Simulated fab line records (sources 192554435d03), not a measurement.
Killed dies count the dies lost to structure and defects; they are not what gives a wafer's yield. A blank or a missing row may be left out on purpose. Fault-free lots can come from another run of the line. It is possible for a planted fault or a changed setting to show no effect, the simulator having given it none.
fab line records | flow n5_finfet
record: lots: 11 | wafers: 33 | last_day: 17
route steps=1938 shown BEOL_M15@1808 PAD_METAL@1895 PASSIVATION@1908
lots that met no fault: taken from a fault-free run of the same line
start_h: hours from the record's opening day to when the first of the lot's shown wafers began | wait_h: time in hours since the lot's previous step | " as in the row above | L1.1+2: a row that stands for several wafers | - value missing, or start not given | * or withheld: withheld | < > ~ a bound
route shown NAME@n: NAME is a module with steps in the file, n the number in the route of the first one | usual: the fault-free wafers' mean and standard deviation | same: alike in all rows | chamber/n: place in a boat | sites: readings site by site | _std_site: the standard deviation of these | _edge_site: outer sites' mean less inner sites' | radius_mm: how far each site lies from the wafer's centre | mask NAME#n: copy n | behind: tool/chamber where the wafer was last shaped | hold: what put the lot on hold/how long, in hours/how the hold closed | device: whichever transistor did not switch (one of n, p or np) | end of line: at the end of the route, the tests of the same wafers | step lacking rows: just its recipe | killed: dies lost to structure and defects at the first sort, not the wafer's yield | map: dies across one wafer; x = killed, . = not, _ = none there
set.NAME: the setting that was run; set.NAME@STEP: the one run at that earlier step | model.NAME: the simulator's own value behind a step, which no gauge read
the route's steps for a sample of lots (tables are steps, rows are wafers)
services: the hour from which a tool's chamber was out of use, counted from the record's first day as start_h (under 0 if before that day), plus the number of hours and why
== steps ==
step: N5_BEOL_M15_ETCH_61
recipe: chemistry: N2/H2 | target: BARC | target_depth_a: 890 | overetch_a: 267 | time_s: 67.9 | ion_energy_ev: 200 | pressure_mtorr: 30 | source_w: 840 | bias_w: 150 | n2_flow_sccm: 200 | h2_flow_sccm: 200
usual: drypump_motor_current_A: 5.8/0.41 | oes_product_au: 0.68/0.077 | rf_vpp_V: 524.2/2.8 | showerhead_plenum_p_Torr: 2.56/0.098 | throttle_valve_pct: 17.88/0.28
lot.wafer | tool        | chamber | start_h | wait_h | drypump_motor_current_A | oes_product_au | rf_hours_counter_h | rf_vpp_V | showerhead_plenum_p_Torr | throttle_valve_pct
L522.4    | rie_diel-03 | 2       | 248.58  | 0.0    | 5.8                     | 0.60           | 248                | 520.9    | 2.39                     | 17.84
L522.5    | "           | 0       | "       | "      | 5.8                     | 0.68           | -                  | 526.0    | 2.70                     | 18.05
L522.6    | "           | 1       | "       | "      | 5.1                     | 0.66           | -                  | 521.8    | 2.46                     | 17.57
L524.2    | rie_diel-05 | 0       | 256.92  | 0.0    | 6.3                     | 0.59           | 235                | 519.9    | 2.41                     | 18.05
L524.4    | "           | 2       | "       | "      | 6.3                     | 0.62           | 190                | 523.6    | 2.52                     | 17.82
L524.6    | "           | 3       | "       | "      | 6.1                     | 0.60           | -                  | 526.1    | 2.61                     | 18.12
L533.2    | rie_diel-03 | 3       | 334.35  | 0.0    | 5.7                     | 0.72           | 58                 | 524.7    | 2.59                     | 17.67
L533.4    | "           | 2       | "       | "      | 5.8                     | 0.79           | 17                 | 528.0    | 2.70                     | 17.45
L533.6    | "           | 3       | "       | "      | 5.7                     | 0.71           | -                  | 523.9    | 2.59                     | 17.69
L535.4    | rie_diel-04 | 3       | 347.91  | 0.0    | 5.9                     | 0.72           | 74                 | 529.2    | 2.67                     | 17.50
L535.5    | "           | 3       | "       | "      | 5.9                     | 0.72           | -                  | 527.3    | 2.67                     | 17.52
L535.6    | "           | 0       | "       | "      | 5.1                     | 0.59           | -                  | 520.6    | 2.41                     | 18.23
L538.2    | rie_diel-05 | 0       | 359.76  | 0.0    | 6.3                     | 0.82           | 14                 | 528.7    | 2.71                     | 17.64
L538.3    | "           | 2       | "       | "      | 6.3                     | 0.61           | 219                | 524.5    | 2.51                     | 17.87
L538.4    | "           | 1       | "       | "      | 5.8                     | 0.61           | 235                | 522.0    | 2.52                     | 18.28
L539.1    | rie_diel-04 | 3       | 364.42  | 0.0    | 5.9                     | 0.72           | 78                 | 527.0    | 2.67                     | 17.52
L539.5    | "           | 3       | "       | "      | 5.9                     | 0.71           | -                  | 528.5    | 2.67                     | 17.51
L539.6    | "           | 2       | "       | "      | 6.1                     | 0.79           | -                  | 522.5    | 2.48                     | 17.69
L537.1    | rie_diel-04 | 3       | 372.20  | 0.0    | 5.9                     | 0.72           | 80                 | 528.2    | 2.67                     | 17.51
L537.3    | "           | 1       | "       | "      | 5.2                     | 0.65           | 153                | 522.1    | 2.53                     | 18.12
L537.5    | "           | 1       | "       | "      | 5.2                     | 0.65           | -                  | 523.4    | 2.53                     | 18.13
L541.1    | rie_diel-05 | 2       | 372.75  | 0.0    | 6.3                     | 0.61           | 222                | 522.5    | 2.51                     | 17.88
L541.3    | "           | 3       | "       | "      | 6.1                     | 0.59           | 247                | 525.1    | 2.60                     | 18.20
L541.5    | "           | 0       | "       | "      | 6.4                     | 0.81           | -                  | 527.9    | 2.71                     | 17.66
L542.1    | rie_diel-05 | 2       | 376.40  | 0.0    | 6.3                     | 0.60           | 223                | 522.9    | 2.51                     | 17.88
L542.2    | "           | 3       | "       | "      | 6.1                     | 0.58           | 248                | 524.8    | 2.60                     | 18.19
L542.5    | "           | 3       | "       | "      | 6.1                     | 0.58           | -                  | 525.3    | 2.60                     | 18.18
L540.1    | rie_diel-04 | 2       | 382.23  | 0.0    | 6.1                     | 0.78           | 28                 | 521.4    | 2.48                     | 17.69
L540.3    | "           | 0       | "       | "      | 5.2                     | 0.59           | 227                | 518.0    | 2.40                     | 18.22
L540.6    | "           | 3       | "       | "      | 5.9                     | 0.71           | -                  | 530.1    | 2.66                     | 17.52
L543.3    | rie_diel-03 | 3       | 399.15  | 0.0    | 5.7                     | 0.70           | 75                 | 523.8    | 2.58                     | 17.71
L543.5    | "           | 0       | "       | "      | 5.9                     | 0.65           | -                  | 526.4    | 2.68                     | 18.13
L543.6    | "           | 3       | "       | "      | 5.7                     | 0.70           | -                  | 524.4    | 2.58                     | 17.71
step: N5_PASSIVATION_SPUTTER_20
recipe: material: TaN | target_thk_a: 500 | temp_c: 25 | chamber_pressure_pa: 0.4
usual: throttle_valve_pct: 29.5/0.89
lot.wafer | tool           | chamber | start_h | wait_h | throttle_valve_pct
L522.4    | pvd_sputter-03 | -       | 258.21  | 0.0    | 28.6
L522.5    | "              | -       | "       | "      | 28.7
L522.6    | "              | -       | "       | "      | 29.5
L524.2    | pvd_sputter-02 | -       | 266.07  | 0.0    | 30.1
L524.4    | "              | -       | "       | "      | 28.8
L524.6    | "              | -       | "       | "      | 29.0
L533.2    | pvd_sputter-02 | -       | 348.63  | 0.0    | 28.7
L533.4    | "              | -       | "       | "      | 29.9
L533.6    | "              | -       | "       | "      | 29.2
L535.4    | pvd_sputter-03 | -       | 361.24  | 0.0    | 29.1
L535.5    | "              | -       | "       | "      | 29.3
L535.6    | "              | -       | "       | "      | 29.1
L538.2    | pvd_sputter-02 | -       | 379.28  | 0.0    | 28.6
L538.3    | "              | -       | "       | "      | 29.0
L538.4    | "              | -       | "       | "      | 29.7
L539.1    | pvd_sputter-01 | -       | 379.47  | 0.0    | 31.5
L539.5    | "              | -       | "       | "      | 30.9
L539.6    | "              | -       | "       | "      | 28.1
L537.1    | pvd_sputter-03 | -       | 389.94  | 0.0    | 29.3
L537.3    | "              | -       | "       | "      | 29.0
L537.5    | "              | -       | "       | "      | 29.4
L541.1    | pvd_sputter-02 | -       | 390.34  | 0.0    | 29.3
L541.3    | "              | -       | "       | "      | 29.2
L541.5    | "              | -       | "       | "      | 29.8
L540.1    | pvd_sputter-01 | -       | 394.18  | 0.0    | 30.6
L540.3    | "              | -       | "       | "      | 31.5
L540.6    | "              | -       | "       | "      | 31.2
L542.1    | pvd_sputter-02 | -       | 394.46  | 0.0    | 28.6
L542.2    | "              | -       | "       | "      | 28.7
L542.5    | "              | -       | "       | "      | 28.7
L543.3    | pvd_sputter-02 | -       | 411.43  | 0.0    | 28.9
L543.5    | "              | -       | "       | "      | 28.9
L543.6    | "              | -       | "       | "      | 30.0
step: N5_PASSIVATION_DESCUM_32
recipe: chemistry: O2 | time_s: 7.9 | source_power_w: 50 | bias_power_w: 20 | pressure_mtorr: 20 | rf_frequency_hz: 2.712e+07 | temp_c: 40 | o2_flow_sccm: 225
usual: drypump_motor_current_A: 5.5/0.39 | oes_product_au: 0.82/0.098 | rf_vpp_V: 243.4/1.2 | showerhead_plenum_p_Torr: 2.11/0.056 | throttle_valve_pct: 20.31/0.27
lot.wafer | tool        | chamber | start_h | wait_h | drypump_motor_current_A | oes_product_au | rf_hours_counter_h | rf_vpp_V | showerhead_plenum_p_Torr | throttle_valve_pct
L522.4    | rie_diel-02 | 2       | 259.00  | 0.0    | 5.4                     | 0.68           | 247                | 244.1    | 2.17                     | 20.71
L522.5    | "           | 1       | "       | "      | 5.7                     | 0.67           | -                  | 245.3    | 2.17                     | 20.74
L522.6    | "           | 0       | "       | "      | 5.2                     | 0.86           | -                  | 244.2    | 2.22                     | 20.45
L524.2    | rie_diel-01 | 0       | 266.85  | 0.0    | 5.6                     | 0.97           | 6                  | 243.2    | 2.14                     | 19.83
L524.4    | "           | 3       | "       | "      | 5.2                     | 0.70           | 249                | 241.4    | 2.06                     | 20.41
L524.6    | "           | 2       | "       | "      | 4.8                     | 0.69           | -                  | 242.6    | 2.05                     | 20.47
L533.2    | rie_diel-02 | 3       | 349.43  | 0.0    | 5.9                     | 0.69           | 206                | 242.4    | 2.07                     | 20.66
L533.4    | "           | 0       | "       | "      | 5.2                     | 0.80           | -                  | 244.5    | 2.21                     | 20.50
L533.6    | "           | 3       | "       | "      | 5.8                     | 0.69           | -                  | 243.3    | 2.07                     | 20.66
L535.4    | rie_diel-02 | 0       | 362.02  | 0.0    | 5.2                     | 0.81           | 97                 | 245.3    | 2.20                     | 20.50
L535.5    | "           | 2       | "       | "      | 5.4                     | 0.92           | -                  | 244.9    | 2.16                     | 20.41
L535.6    | "           | 1       | "       | "      | 5.7                     | 1.00           | -                  | 245.0    | 2.16                     | 20.29
L538.2    | rie_diel-01 | 2       | 379.94  | 0.0    | 4.8                     | 0.95           | 1                  | 242.7    | 2.04                     | 20.01
L538.3    | "           | 3       | "       | "      | 5.2                     | 0.89           | 37                 | 241.7    | 2.05                     | 20.04
L538.4    | "           | 0       | "       | "      | 5.6                     | 0.89           | 49                 | 244.7    | 2.12                     | 19.88
L539.1    | rie_diel-06 | 0       | 380.13  | 0.0    | 5.2                     | 0.72           | 203                | 244.6    | 2.16                     | 20.72
L539.5    | "           | 1       | "       | "      | 5.6                     | 0.91           | -                  | 245.8    | 2.16                     | 20.11
L539.6    | "           | 2       | "       | "      | 4.9                     | 0.68           | -                  | 243.4    | 2.14                     | 20.28
L537.1    | rie_diel-01 | 2       | 390.73  | 0.0    | 4.8                     | 0.94           | 6                  | 243.1    | 2.04                     | 20.02
L537.3    | "           | 3       | "       | "      | 5.2                     | 0.86           | 41                 | 242.7    | 2.04                     | 20.06
L537.5    | "           | 3       | "       | "      | 5.2                     | 0.86           | -                  | 242.6    | 2.04                     | 20.05
L541.1    | rie_diel-01 | 2       | 391.00  | 0.0    | 4.8                     | 0.93           | 6                  | 243.1    | 2.04                     | 20.02
L541.3    | "           | 3       | "       | "      | 5.2                     | 0.87           | 41                 | 240.9    | 2.04                     | 20.05
L541.5    | "           | 0       | "       | "      | 5.6                     | 0.89           | -                  | 242.6    | 2.12                     | 19.88
L540.1    | rie_diel-06 | 2       | 394.97  | 0.0    | 4.9                     | 0.68           | 247                | 243.9    | 2.14                     | 20.28
L540.3    | "           | 1       | "       | "      | 5.6                     | 0.91           | 18                 | 242.5    | 2.16                     | 20.13
L540.6    | "           | 2       | "       | "      | 4.9                     | 0.68           | -                  | 244.3    | 2.14                     | 20.29
L542.1    | rie_diel-06 | 2       | 395.24  | 0.0    | 4.9                     | 0.68           | 247                | 243.2    | 2.14                     | 20.27
L542.2    | "           | 3       | "       | "      | 5.6                     | 0.82           | 97                 | 240.8    | 2.02                     | 20.49
L542.5    | "           | 1       | "       | "      | 5.6                     | 0.91           | -                  | 242.2    | 2.16                     | 20.14
L543.3    | rie_diel-02 | 3       | 412.09  | 0.0    | 5.9                     | 0.68           | 227                | 240.6    | 2.07                     | 20.69
L543.5    | "           | 0       | "       | "      | 5.2                     | 0.79           | -                  | 244.1    | 2.20                     | 20.54
L543.6    | "           | 1       | "       | "      | 5.7                     | 0.93           | -                  | 243.3    | 2.15                     | 20.31
step: N5_PASSIVATION_PROBE_49
usual: defect_limited_yield: 91.3/1.5 | killed_at_M0_to_M3: 34/10 | killed_at_M4_up: 13/4.9 | killed_at_contacts: 13/6.1 | killed_at_front_end: 39/13 | killed_at_other: 4.1/2.7 | killed_dies: 103/18 | killed_open: 68/13 | killed_short: 32/7.6 | sort_bin_5_function: 5.2/1 | sort_bin_6_memory: 3.2/0.75 | sort_n_pass: 1077/18 | sort_yield_pct: 91.3/1.5
same: gross_dies: 1180 | killed_at_back_side: 0 | sort_bin_4_leakage[%]: 0 | sort_bin_8_speed[%]: 0
lot.wafer | tool      | chamber | start_h | wait_h | defect_limited_yield[%] | killed_at_M0_to_M3 | killed_at_M4_up | killed_at_contacts | killed_at_front_end | killed_at_other | killed_dies | killed_open | killed_short | sort_bin_5_function[%] | sort_bin_6_memory[%] | sort_n_pass | sort_yield_pct[%]
L533.2    | prober-02 | -       | 354.96  | 0.1    | 80.3                    | 29                 | 156             | 9                  | 37                  | 2               | 233         | 65          | 22           | 13.2                   | 3.9                  | 947         | 80.3
L533.4    | prober-02 | -       | 355.06  | 0.2    | 92.6                    | 39                 | 12              | 11                 | 21                  | 4               | 87          | 60          | 25           | 4.9                    | 2.4                  | 1093        | 92.6
L533.6    | prober-02 | -       | 355.16  | 0.3    | 79.8                    | 31                 | 148             | 13                 | 42                  | 4               | 238         | 78          | 29           | 11.7                   | 5.5                  | 942         | 79.8
L535.4    | prober-02 | -       | 367.51  | 0.2    | 89.9                    | 49                 | 16              | 13                 | 36                  | 5               | 119         | 78          | 36           | 5.6                    | 3.8                  | 1061        | 89.9
L535.5    | prober-02 | -       | 367.56  | 0.2    | 88.5                    | 28                 | 10              | 10                 | 81                  | 7               | 136         | 96          | 37           | 6.9                    | 4.4                  | 1044        | 88.5
L535.6    | prober-02 | -       | 367.61  | 0.3    | 90.4                    | 36                 | 5               | 10                 | 50                  | 12              | 113         | 64          | 43           | 5.6                    | 3.1                  | 1067        | 90.4
L539.1    | prober-01 | -       | 385.05  | 0.0    | 88.4                    | 35                 | 8               | 21                 | 68                  | 5               | 137         | 100         | 35           | 7.1                    | 4.1                  | 1043        | 88.4
L539.5    | prober-01 | -       | 385.25  | 0.2    | 91.1                    | 48                 | 11              | 7                  | 38                  | 1               | 105         | 72          | 32           | 5.8                    | 2.9                  | 1075        | 91.1
L539.6    | prober-01 | -       | 385.30  | 0.3    | 90.3                    | 48                 | 16              | 21                 | 22                  | 8               | 115         | 72          | 39           | 6.1                    | 3.0                  | 1065        | 90.3
L538.2    | prober-01 | -       | 385.70  | 0.1    | 92.6                    | 27                 | 21              | 5                  | 33                  | 1               | 87          | 50          | 35           | 4.6                    | 2.6                  | 1093        | 92.6
L538.4    | prober-01 | -       | 385.80  | 0.2    | 93.0                    | 23                 | 19              | 13                 | 24                  | 4               | 83          | 54          | 27           | 3.1                    | 3.5                  | 1097        | 93.0
L537.1    | prober-02 | -       | 395.72  | 0.0    | 92.5                    | 25                 | 20              | 13                 | 27                  | 3               | 88          | 55          | 31           | 4.7                    | 2.3                  | 1092        | 92.5
L537.3    | prober-02 | -       | 395.82  | 0.1    | 93.6                    | 23                 | 14              | 15                 | 20                  | 3               | 75          | 55          | 15           | 4.2                    | 1.9                  | 1105        | 93.6
L537.5    | prober-02 | -       | 395.92  | 0.2    | 92.8                    | 26                 | 10              | 7                  | 41                  | 1               | 85          | 44          | 35           | 3.6                    | 2.7                  | 1095        | 92.8
L540.1    | prober-02 | -       | 399.90  | 0.0    | 92.9                    | 22                 | 11              | 9                  | 36                  | 6               | 84          | 56          | 25           | 4.4                    | 2.5                  | 1096        | 92.9
L542.1    | prober-01 | -       | 400.96  | 0.0    | 92.6                    | 31                 | 10              | 9                  | 35                  | 2               | 87          | 58          | 27           | 4.1                    | 3.0                  | 1093        | 92.6
L542.5    | prober-01 | -       | 401.16  | 0.2    | 94.1                    | 34                 | 3               | 7                  | 22                  | 4               | 70          | 53          | 17           | 3.6                    | 2.2                  | 1110        | 94.1
killed by level:class
L533.2 BEOL_M15:unspecified=140 BEOL_M3:geometric_particle:open=11 FIN_SAQP:geometric_particle:open=9 MOL_CONTACT_COAG:geometric_particle:open=7 BEOL_M5:geometric_particle:open=6 DUMMY_GATE:geometric_particle:open=5 BEOL_M1:geometric_particle:open=5 GATE_CUT:geometric_particle:short=4
L533.4 MOL_CONTACT_COAG:geometric_particle:open=11 BEOL_M2:geometric_particle:open=9 STI_FIN_REVEAL:geometric_particle:open=7 BEOL_M3:geometric_particle:open=6 BEOL_M4:geometric_particle:open=6 BEOL_M0_SAQP:geometric_particle:short=5 BEOL_M1:geometric_particle:open=4 FIN_SAQP:geometric_particle:open=3
L533.6 BEOL_M15:unspecified=129 STI_FIN_REVEAL:geometric_particle:open=19 MOL_CONTACT_COAG:geometric_particle:open=11 BEOL_M1:geometric_particle:open=7 BEOL_M3:geometric_particle:open=6 BEOL_M2:geometric_particle:open=5 BEOL_M4:geometric_particle:open=5 BEOL_M5:geometric_particle:open=5
L535.4 STI_FIN_REVEAL:geometric_particle:open=14 BEOL_M0_SAQP:geometric_particle:short=10 BEOL_M1:geometric_particle:open=10 MOL_CONTACT_COAG:geometric_particle:short=7 BEOL_M0_SAQP:geometric_particle:open=7 BEOL_M2:geometric_particle:open=7 BEOL_M0:geometric_particle:open=6 BEOL_M4:geometric_particle:open=6
L535.5 STI_FIN_REVEAL:geometric_particle:open=34 FIN_SAQP:geometric_particle:open=13 STI_FIN_REVEAL:geometric_particle:short=9 MOL_CONTACT_COAG:geometric_particle:open=9 BEOL_M1:geometric_particle:open=7 GATE_CUT:geometric_particle:short=5 BEOL_M0_SAQP:geometric_particle:short=5 BEOL_M4:geometric_particle:open=4
L535.6 FIN_SAQP:geometric_particle:short=9 FIN_SAQP:geometric_particle:open=8 STI_FIN_REVEAL:geometric_particle:open=8 MOL_CONTACT_COAG:geometric_particle:open=8 BEOL_M0:geometric_particle:open=7 BEOL_M0_SAQP:geometric_particle:open=6 BEOL_M1:geometric_particle:open=6 PAD_METAL:geometric_particle:short=6
L539.1 STI_FIN_REVEAL:geometric_particle:open=26 MOL_CONTACT_COAG:geometric_particle:open=20 FIN_SAQP:geometric_particle:open=9 STI_FIN_REVEAL:geometric_particle:short=7 FIN_SAQP:geometric_particle:short=6 BEOL_M1:geometric_particle:open=6 BEOL_M0_SAQP:geometric_particle:open=6 DUMMY_GATE:geometric_particle:open=5
L539.5 BEOL_M0_SAQP:geometric_particle:open=18 FIN_SAQP:geometric_particle:open=8 BEOL_M0_SAQP:geometric_particle:short=8 BEOL_M1:geometric_particle:open=8 FIN_SAQP:geometric_particle:short=7 STI_FIN_REVEAL:geometric_particle:open=7 MOL_CONTACT_COAG:geometric_particle:open=5 BEOL_M2:geometric_particle:open=5
L539.6 MOL_CONTACT_COAG:geometric_particle:open=14 BEOL_M3:geometric_particle:open=11 BEOL_M1:geometric_particle:open=9 BEOL_M2:geometric_particle:open=9 BEOL_M0_SAQP:geometric_particle:short=8 BEOL_M4:geometric_particle:open=8 MOL_CONTACT_COAG:geometric_particle:short=6 BEOL_M0_SAQP:geometric_particle:open=6
L538.2 GATE_CUT:geometric_particle:short=7 BEOL_M4:geometric_particle:open=7 BEOL_M0_SAQP:geometric_particle:short=6 BEOL_M1:geometric_particle:open=6 BEOL_M5:geometric_particle:open=6 STARTING-WAFER:geometric_particle:short=6 STI_FIN_REVEAL:geometric_particle:open=5 FIN_SAQP:geometric_particle:open=4
L538.4 MOL_CONTACT_COAG:geometric_particle:open=12 BEOL_M4:geometric_particle:open=9 BEOL_M0_SAQP:geometric_particle:short=7 DUMMY_GATE:geometric_particle:open=6 STARTING-WAFER:geometric_particle:short=6 STI_FIN_REVEAL:geometric_particle:open=4 BEOL_M3:geometric_particle:open=3 BEOL_M3:geometric_particle:short=3
L537.1 BEOL_M4:geometric_particle:open=14 FIN_SAQP:geometric_particle:short=10 MOL_CONTACT_COAG:geometric_particle:open=8 BEOL_M0_SAQP:geometric_particle:open=6 BEOL_M2:geometric_particle:open=6 FIN_SAQP:geometric_particle:open=5 MOL_CONTACT_COAG:geometric_particle:short=5 BEOL_M1:geometric_particle:open=4
L537.3 MOL_CONTACT_COAG:geometric_particle:open=13 BEOL_M3:geometric_particle:open=7 BEOL_M4:geometric_particle:open=7 FIN_SAQP:geometric_particle:short=5 STI_FIN_REVEAL:geometric_particle:open=4 BEOL_M2:geometric_particle:open=4 FIN_SAQP:geometric_particle:open=3 BEOL_M6:geometric_particle:open=3
L537.5 FIN_SAQP:geometric_particle:short=17 BEOL_M4:geometric_particle:open=8 FIN_SAQP:geometric_particle:open=7 MOL_CONTACT_COAG:geometric_particle:open=7 BEOL_M2:geometric_particle:open=5 BEOL_M3:geometric_particle:open=5 STARTING-WAFER:geometric_particle:short=4 GATE_CUT:geometric_particle:short=3
L540.1 STI_FIN_REVEAL:geometric_particle:open=11 FIN_SAQP:geometric_particle:open=8 MOL_CONTACT_COAG:geometric_particle:open=7 BEOL_M1:geometric_particle:open=4 GATE_CUT:geometric_particle:short=4 BEOL_M2:geometric_particle:open=4 BEOL_M3:geometric_particle:open=4 STARTING-WAFER:geometric_particle:short=4
L542.1 BEOL_M0_SAQP:geometric_particle:short=11 FIN_SAQP:geometric_particle:open=9 BEOL_M0_SAQP:geometric_particle:open=9 MOL_CONTACT_COAG:geometric_particle:open=7 BEOL_M1:geometric_particle:open=6 STI_FIN_REVEAL:geometric_particle:open=5 FIN_SAQP:geometric_particle:short=4 STARTING-WAFER:geometric_particle:short=4
L542.5 BEOL_M2:geometric_particle:open=14 BEOL_M0_SAQP:geometric_particle:open=8 FIN_SAQP:geometric_particle:open=7 MOL_CONTACT_COAG:geometric_particle:open=5 BEOL_M3:geometric_particle:open=4 FIN_SAQP:geometric_particle:short=3 STI_FIN_REVEAL:geometric_particle:open=3 GATE_CUT:geometric_particle:open=3
== services ==
tool           | chamber | start_h | hours | kind
rie_diel-01    | 0       | 226.58  | -     | clean
rie_diel-05    | -       | 227.00  | 2.8   | pm
rie_diel-06    | 1       | 236.41  | 28.9  | repair
rie_diel-04    | 0       | 237.79  | 3.5   | repair
rie_diel-01    | -       | 239.89  | 2.8   | pm
rie_diel-04    | 1       | 248.31  | 9.3   | repair
rie_diel-03    | 2       | 249.73  | 7.8   | repair
rie_diel-06    | -       | 275.56  | 1.1   | repair
rie_diel-04    | 1       | 284.76  | 2.5   | repair
rie_diel-06    | 2       | 292.86  | 4.8   | repair
pvd_sputter-01 | -       | 302.73  | 1.0   | repair
rie_diel-02    | 1       | 313.80  | 7.5   | repair
pvd_sputter-02 | -       | 321.35  | 3.9   | repair
rie_diel-02    | 0       | 323.72  | 4.4   | repair
rie_diel-04    | 3       | 324.90  | 6.0   | repair
rie_diel-01    | 2       | 327.50  | 8.7   | repair
rie_diel-02    | 0       | 340.03  | 5.2   | repair
rie_diel-05    | 2       | 342.02  | 12.7  | repair
rie_diel-02    | 2       | 346.42  | 8.7   | repair
pvd_sputter-03 | -       | 372.82  | 2.8   | repair
rie_diel-03    | -       | 389.23  | 0.3   | repair
rie_diel-04    | 0       | 395.16  | 15.4  | repair
rie_diel-04    | 1       | 408.02  | 4.9   | repair
rie_diel-04    | -       | 411.61  | 0.4   | repair
== key ==
first_sign: step: N5_PASSIVATION_PROBE_49 | reading: killed_at_M4_up | direction: up | sigmas: 28 | usual: 13 | struck: 152
effect: step: N5_PASSIVATION_PROBE_49 | reading: defect_limited_yield | direction: down | sigmas: 7.3 | usual: 91.3 | struck: 80.0
more_kills_born_at: N5_BEOL_M15_ETCH_61@rie_diel-03: 269
met_at N5_BEOL_M15_ETCH_61
struck_lots L533
struck_wafers L533.2,L533.6
not_acting_at N5_PASSIVATION_SPUTTER_20,N5_PASSIVATION_DESCUM_32
fault: kind: chamber_particle_source | tool: rie_diel-03 | chamber: 3 | onset_h: 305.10 | steps: N5_BEOL_M15_ETCH_61 | rate_per_visit_cm2: 1.1181 | end_h: 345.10
